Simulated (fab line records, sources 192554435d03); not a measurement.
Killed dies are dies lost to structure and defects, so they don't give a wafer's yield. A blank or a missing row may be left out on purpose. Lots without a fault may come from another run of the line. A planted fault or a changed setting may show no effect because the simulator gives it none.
fab line records | flow n5_finfet
record lots=24 wafers=72 last_day=18
route steps=1938 shown BEOL_M1@810 BEOL_M2@844
lots that met no fault: from a run of the same line without faults
start_h: hours from the record's first day to the start of the lot's first wafer shown | wait_h: hours since the lot's step before | " the same as in the row above | L1.1+2: a row that stands for several wafers | - no value, or no start given | * or withheld: withheld | < > ~ a bound
route shown NAME@n: a module of which the file shows steps, and the number in the route of the first | usual: mean/standard deviation of fault-free wafers | same: alike in all rows | chamber/n: place in a boat | sites: the reading at each site | _std_site: their standard deviation | _edge_site: outer sites' mean less inner sites' | radius_mm: how far each site lies from the wafer's centre | mask NAME#n: copy n | behind: the tool/chamber that last shaped the wafer | hold: why the lot was held/for how many hours/how that ended | device: the transistor (n, p or np) that didn't switch | end of line: the same wafers' tests at the end of the route | a step without rows: its recipe alone | killed: dies lost to structure and defects at the first sort, not the wafer's yield | map: a wafer's dies, x killed, . not, _ none there
set.NAME: the setting as run; set.NAME@STEP: as run at that earlier step | model.NAME: the simulator's own value behind a step, which no gauge read
steps of the route over a sample of lots; a table a step, a row a wafer
services: from which hour (start_h, from the record's first day; less than 0 if before it) a tool's chamber was out of use, for how many hours, and why
## steps
# step N5_BEOL_M1_PRE_CLEAN_45
# recipe gas=H2/He time_s=30 temp_c=250
# usual heater_power_w=340/39
# columns lot.wafer tool chamber start_h wait_h heater_power_w
L074.2 pvd_sputter-03 - 129.39 0.0 317
L074.3 " - " " 288
L074.4 " - " " 348
L075.1 pvd_sputter-02 - 129.41 0.0 318
L075.2 " - " " 395
L075.3 " - " " 400
L076.1 pvd_sputter-01 - 133.07 0.0 351
L076.2 " - " " 346
L076.5 " - " " 345
L077.3 pvd_sputter-01 - 149.98 0.0 271
L077.4 " - " " 349
L077.6 " - " " 321
L078.4 pvd_sputter-01 - 159.67 0.0 321
L078.5 " - " " 332
L078.6 " - " " 277
L079.2 pvd_sputter-02 - 160.13 0.0 395
L079.3 " - " " 396
L079.6 " - " " 401
L080.1 pvd_sputter-03 - 164.57 0.0 279
L080.3 " - " " 313
L080.4 " - " " 320
L081.1 pvd_sputter-01 - 167.16 0.0 350
L081.2 " - " " 338
L081.6 " - " " 317
L082.2 pvd_sputter-01 - 175.55 0.0 282
L082.4 " - " " 329
L082.5 " - " " 313
L084.1 pvd_sputter-03 - 182.48 0.0 335
L084.5 " - " " 285
L084.6 " - " " 316
L083.3 pvd_sputter-02 - 182.61 0.0 315
L083.4 " - " " 399
L083.5 " - " " 398
L085.2 pvd_sputter-02 - 195.16 0.0 347
L085.4 " - " " 412
L085.5 " - " " 394
L086.2 pvd_sputter-01 - 202.53 0.0 325
L086.3 " - " " 338
L086.6 " - " " 314
L087.2 pvd_sputter-02 - 205.80 0.0 358
L087.3 " - " " 401
L087.5 " - " " 356
L088.1 pvd_sputter-02 - 212.18 0.0 325
L088.4 " - " " 398
L088.5 " - " " 316
L089.2 pvd_sputter-01 - 215.01 0.0 349
L089.3 " - " " 331
L089.6 " - " " 332
L090.2 pvd_sputter-03 - 218.34 0.0 286
L090.3 " - " " 344
L090.5 " - " " 313
L091.1 pvd_sputter-02 - 225.17 0.0 318
L091.4 " - " " 344
L091.5 " - " " 413
L092.1 pvd_sputter-03 - 231.72 0.0 274
L092.2 " - " " 321
L092.3 " - " " 350
L093.3 pvd_sputter-02 - 238.42 0.0 311
L093.5 " - " " 318
L093.6 " - " " 395
L094.1 pvd_sputter-02 - 241.98 0.0 349
L094.4 " - " " 395
L094.5 " - " " 353
L095.2 pvd_sputter-03 - 254.49 0.0 309
L095.4 " - " " 337
L095.6 " - " " 284
L096.1 pvd_sputter-02 - 258.72 0.0 358
L096.2 " - " " 397
L096.4 " - " " 309
L097.2 pvd_sputter-03 - 266.39 0.0 338
L097.4 " - " " 329
L097.5 " - " " 328
# step N5_BEOL_M1_SPUTTER_81
# recipe material=Cu target_thk_a=45 temp_c=-20 chamber_pressure_pa=0.07 power_w=withheld time_s=8.29
# usual chamber_pressure_pa=0.06999/0.00015 throttle_valve_pct=30.3/1.2
# columns lot.wafer tool chamber start_h wait_h chamber_pressure_pa throttle_valve_pct
L074.2 pvd_sputter-03 - 130.54 0.1 0.06982 30.6
L074.3 " - " " 0.07014 30.1
L074.4 " - " " 0.0698 29.0
L075.1 pvd_sputter-02 - 130.68 0.1 0.06977 33.3
L075.2 " - " " 0.06987 29.9
L075.3 " - " " 0.07008 30.4
L076.1 pvd_sputter-01 - 135.43 0.1 0.07008 29.9
L076.2 " - " " 0.06989 29.8
L076.5 " - " " 0.06993 29.5
L077.3 pvd_sputter-01 - 151.34 0.1 0.07027 29.7
L077.4 " - " " 0.06995 30.9
L077.6 " - " " 0.07007 29.7
L078.4 pvd_sputter-02 - 160.65 0.1 0.06992 27.9
L078.5 " - " " 0.07025 28.2
L078.6 " - " " 0.06968 33.0
L079.2 pvd_sputter-01 - 162.80 0.1 0.07021 29.7
L079.3 " - " " 0.07002 29.7
L079.6 " - " " 0.07007 29.6
L080.1 pvd_sputter-01 - 165.52 0.1 0.06989 29.8
L080.3 " - " " 0.0697 30.6
L080.4 " - " " 0.07 31.1
L081.1 pvd_sputter-02 - 169.85 0.1 0.06993 33.1
L081.2 " - " " 0.07 30.5
L081.6 " - " " 0.06985 32.9
L082.2 pvd_sputter-01 - 178.24 0.1 0.07003 30.5
L082.4 " - " " 0.06999 29.5
L082.5 " - " " 0.07013 31.1
L084.1 pvd_sputter-01 - 183.70 0.1 0.06982 29.5
L084.5 " - " " 0.07028 30.9
L084.6 " - " " 0.06985 29.8
L083.3 pvd_sputter-02 - 185.04 0.1 0.0699 32.9
L083.4 " - " " 0.0701 30.7
L083.5 " - " " 0.07016 30.0
L085.2 pvd_sputter-02 - 196.42 0.1 0.06993 30.5
L085.4 " - " " 0.06994 30.1
L085.5 " - " " 0.06998 30.2
L086.2 pvd_sputter-02 - 203.72 0.1 0.06979 32.9
L086.3 " - " " 0.07005 30.0
L086.6 " - " " 0.06978 33.0
L087.2 pvd_sputter-03 - 206.85 0.1 0.06994 29.8
L087.3 " - " " 0.07003 30.0
L087.5 " - " " 0.06969 31.0
L088.1 pvd_sputter-02 - 213.72 0.1 0.06997 30.5
L088.4 " - " " 0.07036 27.9
L088.5 " - " " 0.06996 33.2
L089.2 pvd_sputter-03 - 216.12 0.1 0.0702 28.8
L089.3 " - " " 0.07025 30.0
L089.6 " - " " 0.06989 30.2
L090.2 pvd_sputter-02 - 219.59 0.1 0.07001 30.5
L090.3 " - " " 0.06995 33.2
L090.5 " - " " 0.06995 28.3
L091.1 pvd_sputter-01 - 226.33 0.1 0.06982 29.7
L091.4 " - " " 0.07011 30.8
L091.5 " - " " 0.07004 30.6
L092.1 pvd_sputter-01 - 232.82 0.1 0.07007 30.7
L092.2 " - " " 0.07008 29.6
L092.3 " - " " 0.07017 30.5
L093.3 pvd_sputter-01 - 239.60 0.1 0.06991 29.8
L093.5 " - " " 0.07022 30.6
L093.6 " - " " 0.07019 30.6
L094.1 pvd_sputter-01 - 244.72 0.1 0.06984 30.8
L094.4 " - " " 0.06989 29.7
L094.5 " - " " 0.06974 30.8
L095.2 pvd_sputter-02 - 255.58 0.1 0.06993 30.2
L095.4 " - " " 0.06983 27.8
L095.6 " - " " 0.06985 28.1
L096.1 pvd_sputter-02 - 259.80 0.1 0.07022 30.9
L096.2 " - " " 0.06987 29.9
L096.4 " - " " 0.07008 33.2
L097.2 pvd_sputter-03 - 267.86 0.1 0.06995 30.8
L097.4 " - " " 0.07003 30.5
L097.5 " - " " 0.07003 30.9
# step N5_BEOL_M1_ANNEAL_82
# recipe temp_c=400 time_s=240 ambient=vacuum
# usual heater_power_w=850/97
# columns lot.wafer tool chamber start_h wait_h heater_power_w
L074.2 pvd_sputter-03 - 130.62 0.0 776
L074.3 " - " " 810
L074.4 " - " " 846
L075.1 pvd_sputter-02 - 130.76 0.0 1027
L075.2 " - " " 797
L075.3 " - " " 987
L076.1 pvd_sputter-01 - 135.51 0.0 812
L076.2 " - " " 698
L076.5 " - " " 808
L077.3 pvd_sputter-01 - 151.42 0.0 825
L077.4 " - " " 845
L077.6 " - " " 814
L078.4 pvd_sputter-02 - 160.73 0.0 877
L078.5 " - " " 873
L078.6 " - " " 1016
L079.2 pvd_sputter-01 - 162.88 0.0 701
L079.3 " - " " 794
L079.6 " - " " 692
L080.1 pvd_sputter-01 - 165.60 0.0 698
L080.3 " - " " 856
L080.4 " - " " 852
L081.1 pvd_sputter-02 - 169.93 0.0 1021
L081.2 " - " " 977
L081.6 " - " " 1033
L082.2 pvd_sputter-01 - 178.32 0.0 854
L082.4 " - " " 689
L082.5 " - " " 846
L084.1 pvd_sputter-01 - 183.78 0.0 687
L084.5 " - " " 860
L084.6 " - " " 821
L083.3 pvd_sputter-02 - 185.12 0.0 1028
L083.4 " - " " 1014
L083.5 " - " " 796
L085.2 pvd_sputter-02 - 196.50 0.0 984
L085.4 " - " " 802
L085.5 " - " " 807
L086.2 pvd_sputter-02 - 203.80 0.0 1025
L086.3 " - " " 797
L086.6 " - " " 999
L087.2 pvd_sputter-03 - 206.93 0.0 816
L087.3 " - " " 783
L087.5 " - " " 714
L088.1 pvd_sputter-02 - 213.80 0.0 979
L088.4 " - " " 876
L088.5 " - " " 1013
L089.2 pvd_sputter-03 - 216.20 0.0 870
L089.3 " - " " 802
L089.6 " - " " 759
L090.2 pvd_sputter-02 - 219.67 0.0 1009
L090.3 " - " " 1018
L090.5 " - " " 867
L091.1 pvd_sputter-01 - 226.41 0.0 823
L091.4 " - " " 835
L091.5 " - " " 863
L092.1 pvd_sputter-01 - 232.90 0.0 864
L092.2 " - " " 701
L092.3 " - " " 875
L093.3 pvd_sputter-01 - 239.68 0.0 803
L093.5 " - " " 861
L093.6 " - " " 877
L094.1 pvd_sputter-01 - 244.80 0.0 866
L094.4 " - " " 709
L094.5 " - " " 875
L095.2 pvd_sputter-02 - 255.66 0.0 784
L095.4 " - " " 857
L095.6 " - " " 868
L096.1 pvd_sputter-02 - 259.88 0.0 994
L096.2 " - " " 777
L096.4 " - " " 1026
L097.2 pvd_sputter-03 - 267.94 0.0 721
L097.4 " - " " 787
L097.5 " - " " 692
# step N5_BEOL_M1_ANNEAL_87
# recipe temp_c=400 time_s=240 ambient=vacuum
# usual heater_power_w=849/97
# columns lot.wafer tool chamber start_h wait_h heater_power_w
L074.2 pvd_sputter-03 - 130.84 0.0 766
L074.3 " - " " 813
L074.4 " - " " 858
L075.1 pvd_sputter-02 - 130.98 0.0 1000
L075.2 " - " " 777
L075.3 " - " " 963
L076.1 pvd_sputter-01 - 135.73 0.0 827
L076.2 " - " " 715
L076.5 " - " " 814
L077.3 pvd_sputter-01 - 151.64 0.0 782
L077.4 " - " " 839
L077.6 " - " " 788
L078.4 pvd_sputter-02 - 160.95 0.0 861
L078.5 " - " " 864
L078.6 " - " " 1021
L079.2 pvd_sputter-01 - 163.10 0.0 687
L079.3 " - " " 809
L079.6 " - " " 684
L080.1 pvd_sputter-01 - 165.82 0.0 691
L080.3 " - " " 867
L080.4 " - " " 856
L081.1 pvd_sputter-02 - 170.15 0.0 1031
L081.2 " - " " 995
L081.6 " - " " 1019
L082.2 pvd_sputter-01 - 178.54 0.0 860
L082.4 " - " " 685
L082.5 " - " " 844
L084.1 pvd_sputter-01 - 184.00 0.0 683
L084.5 " - " " 862
L084.6 " - " " 832
L083.3 pvd_sputter-02 - 185.34 0.0 1012
L083.4 " - " " 1006
L083.5 " - " " 775
L085.2 pvd_sputter-02 - 196.72 0.0 986
L085.4 " - " " 795
L085.5 " - " " 799
L086.2 pvd_sputter-02 - 204.02 0.0 1020
L086.3 " - " " 794
L086.6 " - " " 1014
L087.2 pvd_sputter-03 - 207.15 0.0 818
L087.3 " - " " 777
L087.5 " - " " 709
L088.1 pvd_sputter-02 - 214.02 0.0 998
L088.4 " - " " 876
L088.5 " - " " 1028
L089.2 pvd_sputter-03 - 216.42 0.0 850
L089.3 " - " " 804
L089.6 " - " " 778
L090.2 pvd_sputter-02 - 219.89 0.0 992
L090.3 " - " " 1030
L090.5 " - " " 873
L091.1 pvd_sputter-01 - 226.63 0.0 778
L091.4 " - " " 870
L091.5 " - " " 849
L092.1 pvd_sputter-01 - 233.12 0.0 861
L092.2 " - " " 701
L092.3 " - " " 869
L093.3 pvd_sputter-01 - 239.90 0.0 801
L093.5 " - " " 873
L093.6 " - " " 859
L094.1 pvd_sputter-01 - 245.02 0.0 865
L094.4 " - " " 698
L094.5 " - " " 875
L095.2 pvd_sputter-02 - 255.88 0.0 815
L095.4 " - " " 874
L095.6 " - " " 868
L096.1 pvd_sputter-02 - 260.10 0.0 974
L096.2 " - " " 801
L096.4 " - " " 1003
L097.2 pvd_sputter-03 - 268.16 0.0 694
L097.4 " - " " 787
L097.5 " - " " 697
# step N5_BEOL_M2_HM_DEP_02
# recipe material=TiN target_thk_a=200 temp_c=25 chamber_pressure_pa=0.49996
# usual chamber_pressure_pa=0.5000/0.00096 throttle_valve_pct=30.3/1.2
# columns lot.wafer tool chamber start_h wait_h chamber_pressure_pa throttle_valve_pct
L074.2 pvd_sputter-03 - 133.21 0.1 0.5010 30.0
L074.3 " - " " 0.4985 30.5
L074.4 " - " " 0.5006 30.9
L075.1 pvd_sputter-03 - 133.47 0.0 0.5006 28.9
L075.2 " - " " 0.5020 31.1
L075.3 " - " " 0.4988 29.9
L076.1 pvd_sputter-01 - 138.31 0.3 0.5004 29.8
L076.2 " - " " 0.4995 29.5
L076.5 " - " " 0.5005 30.2
L077.3 pvd_sputter-03 - 155.89 2.0 0.5008 30.4
L077.4 " - " " 0.4992 29.8
L077.6 " - " " 0.5005 30.7
L078.4 pvd_sputter-03 - 164.10 0.9 0.5003 30.6
L078.5 " - " " 0.4995 30.0
L078.6 " - " " 0.4990 30.9
L079.2 pvd_sputter-02 - 165.46 0.0 0.4995 30.5
L079.3 " - " " 0.4989 30.2
L079.6 " - " " 0.5004 30.3
L080.1 pvd_sputter-01 - 170.12 1.8 0.4991 30.8
L080.3 " - " " 0.4998 29.6
L080.4 " - " " 0.5009 30.3
L081.1 pvd_sputter-03 - 174.55 1.9 0.4993 30.4
L081.2 " - " " 0.5004 29.9
L081.6 " - " " 0.4989 29.6
L082.2 pvd_sputter-01 - 181.80 1.0 0.4997 30.7
L082.4 " - " " 0.5017 29.7
L082.5 " - " " 0.5018 29.8
L084.1 pvd_sputter-02 - 187.28 0.7 0.5008 30.4
L084.5 " - " " 0.4993 30.2
L084.6 " - " " 0.5002 27.8
L083.3 pvd_sputter-02 - 188.18 0.6 0.5014 33.0
L083.4 " - " " 0.5019 27.6
L083.5 " - " " 0.5006 30.2
L085.2 pvd_sputter-03 - 199.16 0.1 0.4994 28.9
L085.4 " - " " 0.5000 30.8
L085.5 " - " " 0.5003 30.7
L086.2 pvd_sputter-01 - 207.83 1.5 0.5005 29.6
L086.3 " - " " 0.4991 30.8
L086.6 " - " " 0.5003 30.8
L087.2 pvd_sputter-02 - 211.12 1.7 0.5008 30.0
L087.3 " - " " 0.5006 30.6
L087.5 " - " " 0.4993 33.0
L088.1 pvd_sputter-03 - 217.76 1.5 0.5013 30.0
L088.4 " - " " 0.5021 28.9
L088.5 " - " " 0.5009 29.9
L089.2 pvd_sputter-03 - 219.07 0.4 0.5011 30.1
L089.3 " - " " 0.4988 31.0
L089.6 " - " " 0.5001 30.7
L090.2 pvd_sputter-01 - 222.63 0.5 0.4985 29.6
L090.3 " - " " 0.5000 30.3
L090.5 " - " " 0.4986 30.6
L091.1 pvd_sputter-01 - 229.41 0.4 0.4989 30.7
L091.4 " - " " 0.5000 29.8
L091.5 " - " " 0.4995 30.6
L092.1 pvd_sputter-03 - 235.96 0.5 0.4992 28.9
L092.2 " - " " 0.4992 31.0
L092.3 " - " " 0.4997 30.2
L093.3 pvd_sputter-03 - 244.51 2.4 0.4995 30.5
L093.5 " - " " 0.4992 29.0
L093.6 " - " " 0.4991 30.3
L094.1 pvd_sputter-02 - 249.06 1.6 0.5001 30.1
L094.4 " - " " 0.4993 33.1
L094.5 " - " " 0.4986 32.9
L095.2 pvd_sputter-02 - 258.84 0.7 0.4997 27.9
L095.4 " - " " 0.4999 30.0
L095.6 " - " " 0.5002 33.4
L096.1 pvd_sputter-02 - 262.76 0.4 0.4996 30.1
L096.2 " - " " 0.4990 33.4
L096.4 " - " " 0.5018 30.4
L097.2 pvd_sputter-02 - 270.68 0.3 0.5010 30.6
L097.4 " - " " 0.5015 27.8
L097.5 " - " " 0.5005 33.1
# step N5_BEOL_M2_ETCH_63
# recipe chemistry=CF4 target=SiARC target_depth_a=156 mask_material=CAR-EUV time_s=26 ion_energy_ev=80 pressure_mtorr=40 source_w=545 bias_w=36 Ar_flow_sccm=100 cf4_flow_sccm=100 ends=cleared
# usual drypump_motor_current_A=5.5/0.38 etch_rf_on_time_s=26.0/0.47 oes_product_au=0.70/0.072 rf_fwd_power_W=532.5/2.3 rf_vpp_V=184.3/1.1 showerhead_plenum_p_Torr=2.16/0.066 throttle_valve_pct=15.58/0.27
# columns lot.wafer tool chamber start_h wait_h drypump_motor_current_A etch_rf_on_time_s oes_product_au rf_fwd_power_W rf_hours_counter_h rf_vpp_V showerhead_plenum_p_Torr throttle_valve_pct
L074.2 rie_diel-04 0 133.90 0.0 5.4 25.5 0.72 539.2 46 184.9 2.26 15.72
L074.3 " 3 " " 5.5 24.9 0.81 531.0 18 187.1 2.19 15.09
L074.4 " 2 " " 5.7 25.3 0.76 531.5 30 184.8 2.18 15.06
L075.1 rie_diel-06 3 134.21 0.0 6.5 26.1 0.61 532.8 193 184.7 2.21 15.75
L075.2 " 0 " " 5.5 26.1 0.63 534.7 178 183.6 2.14 15.53
L075.3 " 1 " " 5.3 25.4 0.67 532.7 118 183.8 2.07 15.86
L076.1 rie_diel-03 3 138.88 0.0 5.7 26.5 0.58 533.4 247 184.8 2.20 16.19
L076.2 " 1 " " 5.6 27.1 0.59 531.6 222 185.1 2.12 15.68
L076.5 " 0 " " 5.0 26.4 0.77 532.8 - 183.0 2.10 15.57
L077.3 rie_diel-03 1 156.59 0.0 5.6 27.2 0.58 529.6 229 184.3 2.12 15.70
L077.4 " 2 " " 5.7 26.5 0.77 532.1 - 184.6 2.28 15.22
L077.6 " 0 " " 5.1 26.0 0.76 532.3 - 182.9 2.10 15.56
L078.4 rie_diel-03 1 164.64 0.0 5.6 27.2 0.59 531.3 - 183.1 2.11 15.71
L078.5 " 2 " " 5.6 26.2 0.77 530.2 - 183.9 2.28 15.22
L078.6 " 0 " " 5.0 26.1 0.76 534.8 - 183.5 2.10 15.58
L079.2 rie_diel-06 3 166.03 0.0 6.5 26.1 0.61 531.5 203 185.4 2.21 15.80
L079.3 " 0 " " 5.4 26.1 0.62 534.7 189 184.2 2.14 15.54
L079.6 " 1 " " 5.3 25.3 0.66 534.3 - 183.1 2.06 15.86
L080.1 rie_diel-04 0 171.71 0.0 5.4 25.6 0.71 537.4 61 185.7 2.25 15.78
L080.3 " 1 " " 5.7 25.6 0.84 533.2 2 183.5 2.20 15.37
L080.4 " 2 " " 5.7 25.7 0.74 531.4 44 183.8 2.18 15.10
L081.1 rie_diel-04 3 175.12 0.0 5.5 25.0 0.78 532.1 33 184.7 2.18 15.10
L081.2 " 2 " " 5.7 25.7 0.74 530.1 45 184.1 2.18 15.11
L081.6 " 1 " " 5.7 25.5 0.83 532.8 - 186.5 2.19 15.36
L082.2 rie_diel-06 0 182.50 0.0 5.5 26.4 0.62 533.8 195 184.2 2.14 15.53
L082.4 " 2 " " 5.0 25.9 0.70 529.9 92 183.3 2.09 15.77
L082.5 " 3 " " 6.5 26.2 0.60 534.1 - 185.9 2.21 15.78
L084.1 rie_diel-06 1 187.90 0.0 5.4 25.6 0.65 534.1 137 182.8 2.06 15.89
L084.5 " 0 " " 5.5 26.1 0.62 532.5 - 182.9 2.13 15.55
L084.6 " 1 " " 5.3 25.6 0.65 536.7 - 183.2 2.06 15.90
L083.3 rie_diel-04 0 188.75 0.0 5.4 25.5 0.70 537.5 65 185.3 2.25 15.75
L083.4 " 2 " " 5.7 25.6 0.73 533.2 - 185.1 2.17 15.10
L083.5 " 3 " " 5.5 25.0 0.77 533.5 - 182.6 2.18 15.11
L085.2 rie_diel-03 1 199.73 0.0 5.5 27.2 0.58 531.0 247 183.4 2.11 15.74
L085.4 " 0 " " 5.1 26.0 0.73 533.4 49 183.3 2.09 15.61
L085.5 " 3 " " 5.6 25.6 0.83 531.5 - 185.5 2.19 15.72
L086.2 rie_diel-06 3 208.52 0.0 6.5 26.4 0.60 531.1 217 184.4 2.20 15.80
L086.3 " 2 " " 5.0 25.9 0.69 532.8 100 183.2 2.08 15.78
L086.6 " 2 " " 5.0 26.1 0.68 532.8 - 181.8 2.08 15.79
L087.2 rie_diel-04 3 211.81 0.0 5.5 25.2 0.76 532.7 46 186.2 2.18 15.12
L087.3 " 1 " " 5.7 25.4 0.80 531.9 14 185.5 2.19 15.39
L087.5 " 3 " " 5.5 25.3 0.75 529.7 - 184.2 2.18 15.15
L088.1 rie_diel-06 3 218.33 0.0 6.5 26.3 0.60 531.7 221 183.8 2.20 15.82
L088.4 " 2 " " 4.9 26.0 0.68 528.2 103 184.5 2.08 15.81
L088.5 " 0 " " 5.5 26.3 0.61 531.9 - 183.9 2.13 15.59
L089.2 rie_diel-03 0 219.77 0.0 5.1 26.4 0.72 535.8 56 183.1 2.09 15.61
L089.3 " 3 " " 5.7 26.1 0.80 528.4 14 185.6 2.19 15.72
L089.6 " 0 " " 5.1 26.3 0.73 534.9 - 182.8 2.09 15.60
L090.2 rie_diel-06 2 223.20 0.0 5.0 26.1 0.68 531.8 105 184.4 2.08 15.80
L090.3 " 0 " " 5.5 26.2 0.61 532.1 210 184.6 2.13 15.58
L090.5 " 0 " " 5.5 26.1 0.61 529.7 - 183.4 2.13 15.59
L091.1 rie_diel-03 1 230.10 0.0 5.6 26.8 0.81 529.3 1 182.4 2.11 15.25
L091.4 " 0 " " 5.1 26.2 0.72 531.9 - 181.6 2.09 15.63
L091.5 " 1 " " 5.6 26.5 0.82 532.0 - 183.3 2.11 15.25
L092.1 rie_diel-06 2 236.65 0.0 5.0 26.1 0.68 529.3 110 184.5 2.08 15.83
L092.2 " 0 " " 5.5 26.6 0.60 533.2 215 184.4 2.13 15.59
L092.3 " 1 " " 5.3 25.7 0.64 532.4 154 184.0 2.05 15.92
L093.3 rie_diel-06 3 245.68 0.0 6.5 26.1 0.60 529.3 225 184.1 2.20 15.83
L093.5 " 1 " " 5.3 25.5 0.64 531.9 - 183.0 2.05 15.93
L093.6 " 0 " " 5.5 26.3 0.61 532.4 - 183.7 2.13 15.61
L094.1 rie_diel-04 3 249.63 0.0 5.5 25.5 0.74 532.8 60 184.4 2.17 15.16
L094.4 " 2 " " 5.7 25.8 0.70 532.5 72 184.7 2.17 15.15
L094.5 " 1 " " 5.7 25.5 0.76 527.7 - 185.2 2.19 15.44
L095.2 rie_diel-03 1 263.46 0.0 5.5 26.4 0.77 532.3 12 183.6 2.11 15.27
L095.4 " 3 " " 5.6 25.9 0.78 531.4 30 184.9 2.19 15.77
L095.6 " 3 " " 5.7 26.0 0.77 530.9 - 184.2 2.19 15.76
L096.1 rie_diel-04 1 263.72 0.0 5.7 25.5 0.76 532.9 33 184.5 2.18 15.41
L096.2 " 3 " " 5.5 25.5 0.73 532.1 65 183.6 2.17 15.17
L096.4 " 2 " " 5.7 26.2 0.69 534.9 77 184.4 2.17 15.15
L097.2 rie_diel-03 0 271.37 0.0 5.1 26.3 0.70 538.5 77 183.9 2.08 15.66
L097.4 " 3 " " 5.7 26.0 0.77 529.8 33 184.2 2.19 15.77
L097.5 " 3 " " 5.7 26.2 0.77 532.7 - 186.6 2.19 15.77
## services
# columns tool chamber start_h hours kind
rie_diel-03 0 111.09 14.0 repair
pvd_sputter-03 - 134.61 4.0 repair
rie_diel-03 3 148.21 - clean
rie_diel-03 3 148.21 - consumable_replace:focus_ring
rie_diel-03 3 148.21 29.4 scheduled_down
rie_diel-03 3 148.21 29.4 vent_cycle
rie_diel-04 1 149.34 - clean
rie_diel-04 1 149.34 - consumable_replace:focus_ring
rie_diel-04 1 149.34 18.4 scheduled_down
rie_diel-04 1 149.34 18.4 vent_cycle
rie_diel-03 1 211.40 - clean
rie_diel-03 1 211.40 - consumable_replace:focus_ring
rie_diel-03 1 211.40 17.4 scheduled_down
rie_diel-03 1 211.40 17.4 vent_cycle
rie_diel-06 3 226.21 11.0 repair
## key
fault none
